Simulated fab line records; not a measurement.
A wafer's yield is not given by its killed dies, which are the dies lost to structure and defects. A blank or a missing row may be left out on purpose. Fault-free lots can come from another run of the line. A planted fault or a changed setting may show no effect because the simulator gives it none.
Matching of chambers -- flow nand harc -- 4 sister chambers for NHARC_A_CHANNEL_HOLE_D1_ETCH_38 on rie diel-11
The step etches the open film in CF4, target depth 39 nm, time 65 s. 14 wafers are shown with their chamber, then 7 later ones without.

WAFERS, EACH WITH ITS CHAMBER
wafer,chamber,rf vpp V (V),oes product au (a.u.),throttle valve pct (%)
L499.2,1,151.7,0.998,13.284
L499.3,3,153.0,1.002,13.292
L499.6,1,152.8,0.996,13.277
L506.2,0,148.8,1.004,13.287
L506.3,1,154.0,0.991,13.290
L506.6,2,152.7,0.996,13.282
L507.3,0,149.5,1.017,13.291
L507.4,1,152.3,0.991,13.292
L507.5,1,153.3,0.995,13.291
L509.1,1,152.2,0.974,13.296
L509.5,0,149.7,1.002,13.278
L509.6,1,152.5,0.989,13.268
L511.2,1,152.5,0.989,13.295
L511.4,2,154.0,0.993,13.281

SIGNATURES, as means of the wafers listed above
reading,chamber 0,chamber 1,chamber 2,chamber 3,scatter within a chamber
rf vpp V,149.333,152.662,153.350,153.000,0.695
oes product au,1.00767,0.99038,0.99450,1.00200,0.00722
throttle valve pct,13.28533,13.28663,13.28150,13.29200,0.00868
Rule: a wafer's distance from a chamber is the root of the sum, over the readings, of the square of ((its reading less the chamber's mean) divided by the reading's scatter). If the next closest chamber is less than 2 further off than the closest, the wafer can't be placed; otherwise it belongs to the closest. The scatter: take each reading less its chamber's mean, square it, sum over the shown wafers, divide by the number of wafers less the number of chambers, and take the root.

WAFERS WITH NO CHAMBER GIVEN
wafer,rf vpp V (V),oes product au (a.u.),throttle valve pct (%)
L511.5,151.5,1.001,13.284
L512.2,153.1,1.005,13.276
L512.3,148.6,1.003,13.285
L512.4,153.0,1.007,13.290
L513.2,152.7,1.001,13.300
L513.3,150.8,1.008,13.280
L513.6,153.0,0.989,13.292

EACH ONE'S CHAMBER
wafer,from the rows above,in truth
L511.5,can't be placed: 1 or 3 or 2 or 0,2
L512.2,can't be placed: 2 or 3 or 1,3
L512.3,0,0
L512.4,can't be placed: 3 or 2 or 1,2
L513.2,can't be placed: 3 or 1 or 2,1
L513.3,can't be placed: 0 or 3 or 1 or 2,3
L513.6,can't be placed: 1 or 2 or 3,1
Correctly placed: 1 of 7. Cannot be placed on the basis of these rows: 6; the candidates contain the true chamber in 6. Placed wrongly: 0.
